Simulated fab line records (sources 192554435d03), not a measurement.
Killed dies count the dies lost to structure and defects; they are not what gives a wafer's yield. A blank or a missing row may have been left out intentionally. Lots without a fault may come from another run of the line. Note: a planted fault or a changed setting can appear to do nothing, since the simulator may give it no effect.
Chamber matching :: flow n5-finfet :: pecvd-02 running N5_BEOL_M14_DEP_53: 3 sister chambers
The step deposits SiCN from 3MS/NH3, target thk 50 nm, time 17.8 s. 3 wafers are shown with their chamber, then 12 later ones without.

## WAFERS WITH THEIR CHAMBER
wafer: L094.1
chamber: 1
throttle-valve-pct (%): 19.1

wafer: L094.2
chamber: 2
throttle-valve-pct (%): 18.0

wafer: L094.3
chamber: 0
throttle-valve-pct (%): 17.2

## WAFERS MISSING THEIR CHAMBER
wafer: L094.4
throttle-valve-pct (%): 17.4

wafer: L094.5
throttle-valve-pct (%): 17.7

wafer: L094.6
throttle-valve-pct (%): 18.8

wafer: L093.2
throttle-valve-pct (%): 17.3

wafer: L093.3
throttle-valve-pct (%): 17.4

wafer: L093.6
throttle-valve-pct (%): 17.9

wafer: L095.1
throttle-valve-pct (%): 17.5

wafer: L095.2
throttle-valve-pct (%): 17.7

wafer: L095.3
throttle-valve-pct (%): 17.3

wafer: L095.4
throttle-valve-pct (%): 18.0

wafer: L095.5
throttle-valve-pct (%): 17.8

wafer: L095.6
throttle-valve-pct (%): 17.3

## WHICH CHAMBER EACH WENT THROUGH
wafer: L094.4
from the rows above: can't be placed: 0 or 2
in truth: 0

wafer: L094.5
from the rows above: can't be placed: 2 or 0
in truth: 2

wafer: L094.6
from the rows above: 1
in truth: 1

wafer: L093.2
from the rows above: 0
in truth: 0

wafer: L093.3
from the rows above: can't be placed: 0 or 2
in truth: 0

wafer: L093.6
from the rows above: 2
in truth: 2

wafer: L095.1
from the rows above: can't be placed: 0 or 2
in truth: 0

wafer: L095.2
from the rows above: can't be placed: 2 or 0
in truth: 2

wafer: L095.3
from the rows above: 0
in truth: 0

wafer: L095.4
from the rows above: 2
in truth: 2

wafer: L095.5
from the rows above: can't be placed: 2 or 0
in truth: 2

wafer: L095.6
from the rows above: 0
in truth: 0
6 of 12 placed correctly. Not placeable from these rows: 6 (in 6, the candidates include the true chamber). 0 placed wrongly.
How it was worked out, from the rows above alone: a wafer's distance from a chamber is the root of the sum, over the readings, of the square of ((its reading less the chamber's mean) divided by the reading's scatter). If the next closest chamber is less than 2 further off than the closest, the wafer can't be placed; otherwise it belongs to the closest. The mean given for a chamber averages the wafers shown for that chamber. The scatter: root of mean squared gap, hidden wafer to nearest shown wafer, with one shown wafer a chamber.
